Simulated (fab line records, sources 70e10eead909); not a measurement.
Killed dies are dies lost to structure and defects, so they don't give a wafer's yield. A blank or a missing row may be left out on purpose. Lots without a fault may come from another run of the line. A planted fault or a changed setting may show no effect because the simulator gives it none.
fab line records | flow nand_harc
record lots=24 wafers=72 last_day=25
route steps=1159 shown P_GATE@124 P_M0@284 A_ZERO_WELL@411 A_ONON_D1@449
lots that met no fault: from a run of the same line without faults
start_h: hours from the record's first day to the start of the lot's first wafer shown | wait_h: hours since the lot's step before | " the same as in the row above | L1.1+2: a row that stands for several wafers | - no value, or no start given | * or withheld: withheld | < > ~ a bound
route shown NAME@n: a module of which the file shows steps, and the number in the route of the first | usual: mean/standard deviation of fault-free wafers | same: alike in all rows | chamber/n: place in a boat | sites: the reading at each site | _std_site: their standard deviation | _edge_site: outer sites' mean less inner sites' | radius_mm: how far each site lies from the wafer's centre | mask NAME#n: copy n | behind: the tool/chamber that last shaped the wafer | hold: why the lot was held/for how many hours/how that ended | device: the transistor (n, p or np) that didn't switch | end of line: the same wafers' tests at the end of the route | a step without rows: its recipe alone | killed: dies lost to structure and defects at the first sort, not the wafer's yield | map: a wafer's dies, x killed, . not, _ none there
set.NAME: the setting as run; set.NAME@STEP: as run at that earlier step | model.NAME: the simulator's own value behind a step, which no gauge read
steps of the route over a sample of lots; a table a step, a row a wafer
services: from which hour (start_h, from the record's first day; less than 0 if before it) a tool's chamber was out of use, for how many hours, and why
## steps
# step NHARC_P_GATE_DESCUM_13
# recipe time_s=3 o2_flow_sccm=200 ar_flow_sccm=0 bias_power_w=0 chemistry=O2
# usual drypump_motor_current_A=5.8/0.35 oes_product_au=1.001/0.012 rf_vpp_V=57.8/0.88 showerhead_plenum_p_Torr=1.92/0.094 throttle_valve_pct=11.310/0.009
# same bias_power_w=0
# columns lot.wafer tool chamber start_h wait_h drypump_motor_current_A oes_product_au rf_hours_counter_h rf_vpp_V showerhead_plenum_p_Torr throttle_valve_pct
L074.3 rie_diel-08 3 75.77 - 6.2 0.999 21 59.2 1.84 11.302
L074.4 " 0 " " 6.3 1.009 22 57.8 1.86 11.304
L074.5 " 3 " " 6.2 0.999 - 58.8 1.84 11.309
L076.2 rie_diel-04 2 81.36 - 5.6 1.018 49 57.0 1.77 11.315
L076.3 " 0 " " 5.7 0.996 47 58.2 1.99 11.316
L076.6 " 0 " " 5.8 1.003 - 57.8 1.99 11.317
L075.2 rie_diel-08 1 81.45 - 6.1 0.989 23 57.6 1.88 11.302
L075.4 " 2 " " 4.9 0.997 23 57.0 2.04 11.314
L075.5 " 0 " " 6.3 1.015 - 57.6 1.86 11.301
L077.4 rie_diel-06 0 92.81 - 5.6 0.995 6 56.9 1.80 11.302
L077.1 " 1 " " 6.2 1.008 6 57.8 1.82 11.327
L077.5 " 0 " " 5.6 0.998 - 58.0 1.80 11.313
L079.1 rie_diel-04 3 99.05 - 5.9 0.972 51 57.6 2.00 11.313
L079.4 " 2 " " 5.6 1.007 56 57.8 1.77 11.315
L079.5 " 0 " " 5.7 0.995 - 57.6 1.99 11.305
L078.4 rie_diel-04 1 99.22 - 5.5 0.993 48 55.9 1.91 11.321
L078.1 " 2 " " 5.6 1.017 56 57.3 1.77 11.297
L078.3 " 0 " " 5.7 0.999 54 57.9 1.99 11.316
L080.2 rie_diel-04 2 106.74 - 5.6 1.002 58 57.4 1.77 11.288
L080.6 " 1 " " 5.5 1.004 - 56.5 1.91 11.303
L080.5 " 2 " " 5.6 1.003 - 57.6 1.77 11.312
L081.2 rie_diel-04 3 121.29 - 5.9 0.990 0 58.1 2.00 11.303
L081.4 " 0 " " 5.7 1.005 0 57.7 1.99 11.302
L081.6 " 2 " " 5.6 0.997 - 58.4 2.08 11.306
L082.2 rie_diel-04 0 121.44 - 5.7 1.005 0 58.9 1.99 11.306
L082.1 " 3 " " 6.0 0.996 0 57.1 2.00 11.308
L082.6 " 1 " " 5.5 0.985 - 58.1 1.91 11.311
L084.1 rie_diel-06 1 131.67 - 6.3 1.020 18 58.6 1.82 11.314
L084.4 " 2 " " 5.7 0.997 21 57.0 1.82 11.289
L084.3 " 3 " " 5.8 1.028 22 57.4 2.00 11.322
L083.3 rie_diel-06 2 131.76 - 5.7 1.005 21 57.1 1.82 11.295
L083.4 " 3 " " 5.8 1.020 22 58.5 2.00 11.311
L083.5 " 1 " " 6.2 1.016 - 57.7 1.82 11.320
L086.3 rie_diel-04 1 150.77 - 5.5 1.005 11 58.6 1.90 11.314
L086.2 " 3 " " 6.0 0.991 13 57.0 1.99 11.289
L086.5 " 1 " " 5.5 1.002 - 58.6 1.90 11.310
L087.2 rie_diel-06 1 150.80 - 6.2 1.016 23 57.5 1.81 11.284
L087.4 " 3 " " 5.7 1.015 28 58.6 2.00 11.308
L087.5 " 1 " " 6.2 1.020 - 56.4 1.81 11.300
L088.3 rie_diel-08 2 150.84 - 4.9 1.000 2 58.0 2.04 11.314
L088.1 " 0 " " 6.3 1.020 2 57.1 1.86 11.321
L088.6 " 2 " " 4.9 0.984 - 59.1 2.04 11.310
L085.1 rie_diel-04 3 150.87 - 6.0 0.978 13 57.9 1.99 11.316
L085.2 " 0 " " 5.7 1.003 11 58.4 1.98 11.329
L085.3 " 2 " " 5.6 1.007 13 58.5 2.07 11.306
L089.3 rie_diel-08 1 167.83 - 6.1 0.986 7 58.2 1.88 11.315
L089.6 " 1 " " 6.1 0.990 - 56.3 1.88 11.317
L089.5 " 2 " " 4.9 0.993 - 59.6 2.04 11.298
L091.3 rie_diel-06 3 173.31 - 5.7 1.013 38 58.0 1.99 11.301
L091.4 " 0 " " 5.6 1.002 36 57.3 1.79 11.306
L091.5 " 1 " " 6.2 1.008 - 56.2 1.81 11.312
L090.4 rie_diel-08 2 173.46 - 4.9 0.990 9 58.5 2.04 11.311
L090.1 " 3 " " 6.2 0.997 8 55.7 1.83 11.311
L090.5 " 2 " " 4.9 1.001 - 57.6 2.04 11.307
L092.3 rie_diel-06 2 186.37 - 5.7 1.010 41 58.0 1.81 11.311
L092.6 " 1 " " 6.2 1.026 - 56.5 1.81 11.314
L092.5 " 2 " " 5.7 1.006 - 56.7 1.81 11.313
L093.1 rie_diel-04 2 186.41 - 5.6 1.011 27 58.9 2.07 11.317
L093.3 " 0 " " 5.7 1.003 25 58.6 1.98 11.312
L093.5 " 1 " " 5.5 0.999 - 56.4 1.90 11.303
L094.3 rie_diel-04 0 191.78 - 5.7 1.009 27 58.3 1.98 11.319
L094.1 " 2 " " 5.6 1.000 29 59.2 2.07 11.313
L094.6 " 3 " " 6.0 0.990 - 57.9 1.99 11.298
L096.4 rie_diel-08 2 208.62 - 4.9 0.991 16 58.9 2.04 11.316
L096.2 " 0 " " 6.3 1.013 16 59.2 1.85 11.315
L096.5 " 1 " " 6.2 0.982 - 57.7 1.88 11.318
L097.2 rie_diel-04 1 208.64 - 5.5 0.991 33 58.7 1.90 11.312
L097.1 " 3 " " 6.0 0.997 36 58.9 1.99 11.302
L097.6 " 1 " " 5.5 0.987 - 57.8 1.90 11.316
L095.1 rie_diel-06 2 208.68 - 5.7 1.004 50 56.7 1.81 11.315
L095.3 " 1 " " 6.2 1.013 43 57.4 1.81 11.313
L095.5 " 3 " " 5.8 1.024 - 59.3 1.99 11.318
# step NHARC_P_GATE_ETCH_104
# recipe target_depth_a=600 time_s=withheld cf4_flow_sccm=100 chf3_flow_sccm=30 ar_flow_sccm=0 rf_w=500 bias_w=200 chemistry=CF4/CHF3
# usual drypump_motor_current_A=5.8/0.43 oes_product_au=0.947/0.019 rf_vpp_V=370.4/2.5 showerhead_plenum_p_Torr=1.57/0.07 throttle_valve_pct=16.802/0.0096
# columns lot.wafer tool chamber start_h wait_h drypump_motor_current_A oes_product_au rf_vpp_V showerhead_plenum_p_Torr throttle_valve_pct
L074.4 rie_diel-04 1 91.53 0.1 5.5 0.938 369.8 1.57 16.798
L074.3 " 3 " " 5.9 0.916 374.3 1.64 16.790
L074.5 " 1 " " 5.5 0.940 371.2 1.57 16.806
L076.2 rie_diel-08 0 97.18 0.1 6.3 0.964 368.0 1.53 16.806
L076.3 " 2 " " 4.9 0.951 374.2 1.67 16.802
L076.6 " 3 " " 6.2 0.940 369.3 1.51 16.801
L075.4 rie_diel-08 1 97.38 0.2 6.1 0.905 371.3 1.55 16.792
L075.2 " 3 " " 6.2 0.914 368.5 1.51 16.801
L075.5 " 2 " " 4.9 0.915 373.9 1.67 16.793
L077.4 rie_diel-06 3 106.69 0.1 5.7 0.933 373.0 1.64 16.814
L077.1 " 2 " " 5.7 0.925 368.1 1.50 16.798
L077.5 " 0 " " 5.6 0.916 369.1 1.49 16.813
L079.1 rie_diel-08 3 113.28 0.4 6.2 0.954 369.4 1.51 16.811
L079.4 " 2 " " 4.9 0.961 374.3 1.67 16.806
L079.5 " 3 " " 6.2 0.953 368.9 1.51 16.788
L078.1 rie_diel-08 0 113.68 0.1 6.3 0.969 367.1 1.53 16.800
L078.3 " 1 " " 6.1 0.945 369.7 1.55 16.806
L078.4 " 3 " " 6.2 0.960 368.6 1.51 16.785
L080.2 rie_diel-06 1 124.96 0.1 6.2 0.942 367.8 1.50 16.807
L080.5 " 3 " " 5.7 0.946 373.6 1.64 16.815
L080.6 " 0 " " 5.6 0.924 366.5 1.49 16.800
L081.2 rie_diel-08 0 135.08 0.1 6.3 0.990 368.8 1.53 16.772
L081.4 " 1 " " 6.1 0.954 370.3 1.55 16.806
L081.6 " 3 " " 6.2 0.965 368.9 1.51 16.821
L082.1 rie_diel-08 3 135.38 0.1 6.2 0.947 367.5 1.51 16.802
L082.2 " 1 " " 6.1 0.920 369.8 1.55 16.806
L082.6 " 0 " " 6.3 0.955 368.4 1.53 16.808
L083.4 rie_diel-06 0 146.60 0.1 5.6 0.936 367.6 1.48 16.786
L083.3 " 2 " " 5.7 0.924 368.1 1.50 16.814
L083.5 " 0 " " 5.6 0.927 366.8 1.48 16.798
L084.1 rie_diel-08 0 147.22 0.1 6.3 0.976 368.6 1.53 16.803
L084.4 " 1 " " 6.1 0.957 369.8 1.55 16.806
L084.3 " 2 " " 4.9 0.982 374.3 1.67 16.791
L087.4 rie_diel-04 2 165.86 0.1 5.6 0.937 374.9 1.69 16.799
L087.2 " 3 " " 6.0 0.915 372.1 1.64 16.792
L087.5 " 2 " " 5.6 0.942 373.9 1.69 16.828
L085.1 rie_diel-08 2 166.12 0.3 4.9 0.941 373.1 1.67 16.805
L085.3 " 3 " " 6.2 0.921 369.4 1.51 16.801
L085.2 " 1 " " 6.2 0.926 369.8 1.55 16.803
L088.3 rie_diel-06 2 166.28 0.1 5.7 0.941 367.3 1.50 16.784
L088.1 " 1 " " 6.2 0.951 366.3 1.50 16.796
L088.6 " 3 " " 5.8 0.964 372.8 1.64 16.820
L086.2 rie_diel-06 3 166.49 0.2 5.8 0.946 372.8 1.64 16.800
L086.3 " 2 " " 5.7 0.939 368.5 1.50 16.801
L086.5 " 3 " " 5.8 0.953 372.6 1.64 16.787
L089.3 rie_diel-04 1 183.00 0.2 5.5 0.950 369.5 1.56 16.793
L089.6 " 2 " " 5.6 0.948 374.9 1.69 16.794
L089.5 " 3 " " 5.9 0.924 373.6 1.63 16.827
L091.3 rie_diel-08 2 189.06 0.1 4.9 0.963 372.6 1.67 16.809
L091.4 " 0 " " 6.3 0.993 368.8 1.53 16.803
L091.5 " 2 " " 4.9 0.958 372.7 1.67 16.793
L090.4 rie_diel-06 1 189.71 0.1 6.2 0.967 368.3 1.49 16.787
L090.1 " 2 " " 5.7 0.953 369.0 1.50 16.794
L090.5 " 1 " " 6.2 0.981 366.9 1.49 16.809
L093.3 rie_diel-04 1 200.18 0.1 5.5 0.937 370.8 1.56 16.797
L093.1 " 2 " " 5.6 0.933 375.0 1.69 16.808
L093.5 " 0 " " 5.7 0.936 373.4 1.62 16.811
L092.3 rie_diel-04 1 200.88 0.1 5.5 0.952 370.8 1.56 16.816
L092.5 " 0 " " 5.7 0.976 373.4 1.62 16.817
L092.6 " 1 " " 5.5 0.951 370.7 1.56 16.808
L094.3 rie_diel-08 3 205.86 0.1 6.2 0.957 369.3 1.51 16.813
L094.1 " 1 " " 6.1 0.973 370.6 1.54 16.806
L094.6 " 3 " " 6.2 0.952 368.2 1.51 16.821
L097.1 rie_diel-06 2 222.75 0.1 5.7 0.946 368.7 1.49 16.806
L097.2 " 3 " " 5.8 0.957 374.6 1.63 16.800
L097.6 " 2 " " 5.7 0.944 366.0 1.49 16.788
L095.3 rie_diel-08 3 223.07 0.1 6.2 0.964 367.8 1.51 16.813
L095.1 " 1 " " 6.1 0.945 368.2 1.54 16.796
L095.5 " 2 " " 4.9 0.961 373.9 1.67 16.793
L096.2 rie_diel-08 3 223.40 0.1 6.2 0.927 368.0 1.51 16.786
L096.4 " 1 " " 6.1 0.912 371.1 1.54 16.817
L096.5 " 2 " " 4.9 0.921 373.9 1.67 16.809
# step NHARC_P_GATE_STRIP_76
# recipe power_w=1500 temp_c=250 chemistry=O2
# usual drypump_motor_current_A=5.77/0.049 heater_power_w=333/28
# columns lot.wafer tool chamber start_h wait_h drypump_motor_current_A heater_power_w rf_hours_counter_h
L074.4 plasma_asher-02 0 106.22 0.2 5.86 293 -
L074.3 " 1 " " 5.73 360 -
L074.5 " 0 " " 5.85 303 -
L076.2 plasma_asher-01 1 112.45 0.2 5.77 332 2
L076.3 " 0 " " 5.74 364 -
L076.6 " 0 " " 5.72 362 -
L075.2 plasma_asher-02 0 112.58 0.2 5.88 293 34
L075.4 " 1 " " 5.73 357 -
L075.5 " 1 " " 5.73 352 -
L077.1 plasma_asher-02 1 120.99 0.2 5.74 350 37
L077.4 " 1 " " 5.74 354 -
L077.5 " 0 " " 5.86 292 -
L079.1 plasma_asher-01 1 127.36 0.2 5.75 327 7
L079.4 " 1 " " 5.75 305 -
L079.5 " 0 " " 5.72 372 -
L078.1 plasma_asher-02 0 127.91 0.2 5.84 300 39
L078.4 " 0 " " 5.85 299 -
L078.3 " 1 " " 5.74 363 -
L080.2 plasma_asher-01 0 139.14 0.2 5.74 362 11
L080.6 " 0 " " 5.74 369 -
L080.5 " 1 " " 5.76 324 -
L081.2 plasma_asher-02 1 149.59 0.2 5.71 358 45
L081.4 " 0 " " 5.87 303 -
L081.6 " 1 " " 5.73 358 -
L082.1 plasma_asher-01 0 149.80 0.2 5.76 363 14
L082.2 " 1 " " 5.75 329 14
L082.6 " 0 " " 5.74 357 -
L083.4 plasma_asher-02 1 161.14 0.2 5.72 347 -
L083.3 " 0 " " 5.83 292 -
L083.5 " 1 " " 5.74 356 -
L084.1 plasma_asher-01 1 161.67 0.2 5.77 323 18
L084.3 " 0 " " 5.72 361 -
L084.4 " 1 " " 5.77 320 -
L087.2 plasma_asher-02 0 180.37 0.2 5.83 288 57
L087.4 " 1 " " 5.74 354 -
L087.5 " 1 " " 5.72 349 -
L088.1 plasma_asher-02 1 180.76 0.2 5.73 346 57
L088.3 " 0 " " 5.82 294 -
L088.6 " 1 " " 5.74 357 -
L086.2 plasma_asher-02 1 181.10 0.2 5.73 356 58
L086.3 " 1 " " 5.73 355 -
L086.5 " 1 " " 5.72 347 -
L085.2 plasma_asher-01 0 187.08 0.2 5.74 354 29
L085.1 " 1 " " 5.74 329 29
L085.3 " 1 " " 5.73 326 -
L089.3 plasma_asher-02 1 197.24 0.2 5.74 363 -
L089.5 " 1 " " 5.75 361 -
L089.6 " 0 " " 5.83 297 -
L091.3 plasma_asher-02 0 203.35 0.2 5.81 292 -
L091.4 " 1 " " 5.75 360 -
L091.5 " 1 " " 5.74 360 -
L090.1 plasma_asher-02 1 204.05 0.2 5.73 361 4
L090.4 " 0 " " 5.85 299 -
L090.5 " 1 " " 5.73 371 -
L093.1 plasma_asher-02 1 215.42 0.2 5.73 367 9
L093.3 " 0 " " 5.86 298 -
L093.5 " 0 " " 5.85 306 -
L092.3 plasma_asher-01 1 215.59 0.2 5.73 318 -
L092.6 " 1 " " 5.74 329 -
L092.5 " 0 " " 5.73 362 -
L094.1 plasma_asher-01 1 222.58 0.2 5.74 330 40
L094.3 " 0 " " 5.75 360 -
L094.6 " 0 " " 5.76 368 -
L097.2 plasma_asher-01 0 237.21 0.2 5.76 369 44
L097.1 " 1 " " 5.74 326 44
L097.6 " 0 " " 5.73 367 -
L095.1 plasma_asher-02 1 237.75 0.2 5.71 359 15
L095.3 " 1 " " 5.73 359 -
L095.5 " 1 " " 5.73 363 -
L096.2 plasma_asher-01 0 245.63 0.2 5.72 366 48
L096.4 " 0 " " 5.74 351 -
L096.5 " 0 " " 5.73 356 -
# step NHARC_P_M0_DEP_32
# recipe target_thk_a=300 temp_c=370 target_thk_nm=30 pressure_torr=3 flow_sccm=200 rf_w=450 material=SiCN
# usual heater_power_w=611/67
# columns lot.wafer tool chamber start_h wait_h heater_power_w
L074.3 pecvd-03 2 124.52 0.1 598
L074.4 " 0 " " 498
L074.5 " 1 " " 621
L076.2 pecvd-03 1 130.42 0.1 629
L076.3 " 2 " " 643
L076.6 " 1 " " 656
L075.2 pecvd-03 2 131.19 0.1 611
L075.4 " 0 " " 515
L075.5 " 2 " " 615
L077.1 pecvd-03 2 135.49 0.1 603
L077.5 " 1 " " 672
L077.4 " 2 " " 601
L079.1 pecvd-03 2 140.09 0.1 632
L079.5 " 0 " " 591
L079.4 " 1 " " 650
L078.1 pecvd-03 1 143.48 0.1 676
L078.3 " 0 " " 535
L078.4 " 1 " " 695
L080.2 pecvd-01 1 155.73 0.1 713
L080.5 " 2 " " 608
L080.6 " 0 " " 671
L081.2 pecvd-03 0 164.22 0.1 540
L081.4 " 0 " " 532
L081.6 " 2 " " 634
L082.1 pecvd-03 2 169.85 0.1 645
L082.2 " 1 " " 605
L082.6 " 2 " " 653
L083.3 pecvd-02 0 173.50 0.1 648
L083.4 " 0 " " 661
L083.5 " 2 " " 723
L084.1 pecvd-03 2 174.45 0.1 555
L084.4 " 2 " " 561
L084.3 " 1 " " 688
L087.2 pecvd-01 1 193.31 0.1 602
L087.4 " 1 " " 610
L087.5 " 0 " " 688
L088.1 pecvd-01 1 193.80 0.1 580
L088.3 " 2 " " 603
L088.6 " 1 " " 599
L086.3 pecvd-03 1 195.89 0.1 632
L086.2 " 0 " " 534
L086.5 " 0 " " 522
L085.2 pecvd-01 2 206.39 0.1 618
L085.1 " 0 " " 678
L085.3 " 1 " " 580
L089.3 pecvd-01 1 214.23 0.1 655
L089.5 " 2 " " 561
L089.6 " 0 " " 631
L091.3 pecvd-01 0 217.76 0.1 608
L091.4 " 1 " " 697
L091.5 " 0 " " 594
L090.1 pecvd-02 1 218.61 0.1 498
L090.5 " 2 " " 709
L090.4 " 0 " " 771
L093.3 pecvd-02 0 230.24 0.1 666
L093.1 " 1 " " 462
L093.5 " 0 " " 673
L092.3 pecvd-01 1 235.68 0.1 672
L092.6 " 2 " " 575
L092.5 " 0 " " 699
L094.1 pecvd-03 0 240.16 0.1 592
L094.3 " 1 " " 562
L094.6 " 2 " " 600
L097.2 pecvd-03 2 253.45 0.1 650
L097.1 " 0 " " 490
L097.6 " 2 " " 637
L095.3 pecvd-03 2 254.14 0.1 579
L095.1 " 0 " " 539
L095.5 " 0 " " 521
L096.2 pecvd-02 1 260.38 0.1 504
L096.5 " 0 " " 656
L096.4 " 1 " " 502
# step NHARC_A_ZERO_WELL_RTA_16
# recipe temp_c=1000 time_s=10
# usual lamp_power_pct=33.1/3 lamp_zone_2_pct=33.1/3 wafer_temp_C_max=1003.5/1.3
# columns lot.wafer tool chamber start_h wait_h lamp_power_pct lamp_zone_2_pct wafer_temp_C_max
L074.3 rtp_anneal-01 0 140.01 - 29.5 29.6 1005.1
L074.4 " 0 " " 29.6 29.6 1006.2
L074.5 " 0 " " 29.6 29.6 1004.2
L076.2 rtp_anneal-01 0 146.28 - 29.6 29.6 1005.7
L076.3 " 0 " " 29.6 29.6 1005.6
L076.6 " 0 " " 29.5 29.5 1003.5
L075.2 rtp_anneal-02 0 146.65 - 35.6 35.6 1002.0
L075.4 " 0 " " 35.6 35.6 1002.7
L075.5 " 0 " " 35.7 35.6 1002.1
L077.1 rtp_anneal-02 0 150.76 - 35.7 35.6 1002.7
L077.4 " 0 " " 35.5 35.6 1002.3
L077.5 " 0 " " 35.6 35.6 1002.9
L079.1 rtp_anneal-02 0 155.57 - 35.6 35.5 1002.5
L079.4 " 0 " " 35.6 35.6 1003.3
L079.5 " 0 " " 35.6 35.6 1002.2
L078.1 rtp_anneal-01 0 158.85 - 29.7 29.5 1005.6
L078.3 " 0 " " 29.6 29.6 1006.7
L078.4 " 0 " " 29.5 29.6 1004.1
L080.2 rtp_anneal-01 0 171.25 - 29.5 29.5 1004.4
L080.5 " 0 " " 29.6 29.6 1006.2
L080.6 " 0 " " 29.6 29.5 1005.6
L081.2 rtp_anneal-01 0 180.54 - 29.5 29.6 1005.1
L081.4 " 0 " " 29.6 29.6 1004.3
L081.6 " 0 " " 29.6 29.5 1004.2
L082.1 rtp_anneal-01 0 185.77 - 29.6 29.5 1006.1
L082.2 " 0 " " 29.6 29.6 1005.7
L082.6 " 0 " " 29.6 29.6 1005.4
L083.3 rtp_anneal-02 0 189.46 - 35.6 35.6 1003.1
L083.4 " 0 " " 35.6 35.6 1002.6
L083.5 " 0 " " 35.5 35.6 1003.0
L084.1 rtp_anneal-02 0 190.56 - 35.6 35.6 1002.6
L084.3 " 0 " " 35.6 35.6 1002.4
L084.4 " 0 " " 35.7 35.6 1002.6
L087.2 rtp_anneal-02 0 209.28 - 35.6 35.6 1002.5
L087.4 " 0 " " 35.6 35.6 1002.3
L087.5 " 0 " " 35.6 35.6 1001.6
L088.1 rtp_anneal-01 0 209.43 - 29.6 29.5 1004.9
L088.3 " 0 " " 29.6 29.5 1003.2
L088.6 " 0 " " 29.6 29.5 1004.2
L086.2 rtp_anneal-01 0 211.75 - 29.5 29.6 1005.0
L086.3 " 0 " " 29.5 29.5 1005.9
L086.5 " 0 " " 29.6 29.6 1005.0
L085.1 rtp_anneal-02 0 222.42 - 35.5 35.5 1003.0
L085.2 " 0 " " 35.6 35.5 1002.8
L085.3 " 0 " " 35.6 35.5 1001.4
L089.3 rtp_anneal-02 0 229.60 - 35.6 35.6 1002.7
L089.5 " 0 " " 35.6 35.6 1002.6
L089.6 " 0 " " 35.6 35.6 1002.9
L091.3 rtp_anneal-02 0 233.13 - 35.6 35.6 1001.7
L091.4 " 0 " " 35.6 35.6 1002.7
L091.5 " 0 " " 35.6 35.6 1002.9
L090.1 rtp_anneal-02 0 233.92 - 35.6 35.6 1002.4
L090.4 " 0 " " 35.6 35.5 1003.1
L090.5 " 0 " " 35.5 35.6 1002.2
L093.1 rtp_anneal-02 0 245.66 - 35.6 35.6 1003.5
L093.3 " 0 " " 35.6 35.7 1002.6
L093.5 " 0 " " 35.6 35.7 1002.6
L092.3 rtp_anneal-02 0 251.75 - 35.7 35.6 1003.1
L092.5 " 0 " " 35.6 35.6 1002.2
L092.6 " 0 " " 35.6 35.6 1002.3
L094.1 rtp_anneal-02 0 255.90 - 35.6 35.6 1003.1
L094.3 " 0 " " 35.6 35.6 1002.6
L094.6 " 0 " " 35.6 35.6 1001.7
L097.1 rtp_anneal-02 0 269.58 - 35.6 35.7 1002.1
L097.2 " 0 " " 35.6 35.6 1003.0
L097.6 " 0 " " 35.6 35.6 1002.6
L095.1 rtp_anneal-01 0 270.17 - 29.6 29.6 1003.7
L095.3 " 0 " " 29.6 29.6 1003.4
L095.5 " 0 " " 29.6 29.6 1003.3
L096.2 rtp_anneal-01 0 275.78 - 29.6 29.6 1005.2
L096.4 " 0 " " 29.5 29.5 1003.8
L096.5 " 0 " " 29.6 29.5 1005.7
# step NHARC_A_ONON_D1_INSPECT_32
# usual raw_defect_count=72/24
# columns lot.wafer tool chamber start_h wait_h raw_defect_count
L074.3 defect_inspect-02 - 175.57 0.0 67
L074.4 " - " " 80
L074.5 " - " " 96
L075.2 defect_inspect-01 - 183.16 0.0 51
L075.4 " - " " 110
L075.5 " - " " 60
L076.2 defect_inspect-02 - 183.18 0.0 109
L076.3 " - " " 76
L076.6 " - " " 93
L079.1 defect_inspect-01 - 189.35 0.0 60
L079.4 " - " " 94
L079.5 " - " " 128
L077.1 defect_inspect-02 - 189.40 0.0 107
L077.4 " - " " 87
L077.5 " - " " 135
L078.1 defect_inspect-02 - 196.24 0.0 68
L078.3 " - " " 52
L078.4 " - " " 71
L080.2 defect_inspect-02 - 204.90 0.0 78
L080.5 " - " " 114
L080.6 " - " " 66
L081.2 defect_inspect-02 - 215.25 0.0 53
L081.4 " - " " 50
L081.6 " - " " 46
L082.1 defect_inspect-01 - 226.16 0.0 34
L082.2 " - " " 36
L082.6 " - " " 61
L083.3 defect_inspect-02 - 226.18 0.1 50
L083.4 " - " " 47
L083.5 " - " " 33
L084.1 defect_inspect-02 - 226.37 0.0 96
L084.3 " - " " 58
L084.4 " - " " 63
L086.2 defect_inspect-01 - 245.80 0.0 60
L086.3 " - " " 71
L086.5 " - " " 43
L088.1 defect_inspect-02 - 245.87 0.0 75
L088.3 " - " " 78
L088.6 " - " " 53
L087.2 defect_inspect-02 - 246.08 0.0 49
L087.4 " - " " 64
L087.5 " - " " 67
L085.1 defect_inspect-01 - 258.19 0.0 102
L085.2 " - " " 72
L085.3 " - " " 73
L089.3 defect_inspect-01 - 263.08 0.0 140
L089.5 " - " " 97
L089.6 " - " " 94
L090.1 defect_inspect-02 - 268.07 0.0 100
L090.4 " - " " 88
L090.5 " - " " 96
L091.3 defect_inspect-01 - 268.18 0.0 50
L091.4 " - " " 92
L091.5 " - " " 132
L092.3 defect_inspect-02 - 283.00 0.1 62
L092.5 " - " " 78
L092.6 " - " " 54
L093.1 defect_inspect-02 - 283.08 0.0 37
L093.3 " - " " 89
L093.5 " - " " 88
L094.1 defect_inspect-02 - 290.58 0.0 68
L094.3 " - " " 53
L094.6 " - " " 36
L097.1 defect_inspect-01 - 306.20 0.0 101
L097.2 " - " " 96
L097.6 " - " " 80
L095.1 defect_inspect-01 - 306.33 0.0 58
L095.3 " - " " 87
L095.5 " - " " 80
L096.2 defect_inspect-01 - 316.56 0.0 54
L096.4 " - " " 61
L096.5 " - " " 80
## services
# columns tool chamber start_h hours kind
rie_diel-08 0 54.93 - clean
rie_diel-08 1 54.93 - clean
rie_diel-08 2 54.93 - clean
pecvd-01 - 56.00 13.0 pm
rie_diel-06 - 65.80 9.0 pm
plasma_asher-01 - 99.00 9.0 pm
pecvd-03 - 111.13 13.0 pm
rie_diel-04 - 111.97 9.0 pm
pecvd-01 - 115.33 5.5 repair
rie_diel-06 1 120.98 3.8 repair
rie_diel-08 - 124.86 9.0 pm
pecvd-02 - 153.00 13.0 pm
rie_diel-04 1 160.85 3.3 repair
pecvd-03 0 169.67 9.2 repair
rie_diel-06 1 202.75 4.9 repair
rie_diel-06 1 215.78 28.6 repair
rie_diel-08 0 222.34 17.2 repair
pecvd-03 0 226.21 5.2 repair
rie_diel-08 - 227.69 1.1 repair
pecvd-01 - 237.00 13.0 pm
rie_diel-08 - 240.22 1.5 repair
rie_diel-06 - 242.80 9.0 pm
rie_diel-08 - 254.84 0.5 repair
rie_diel-04 - 275.37 1.1 repair
## key
fault none
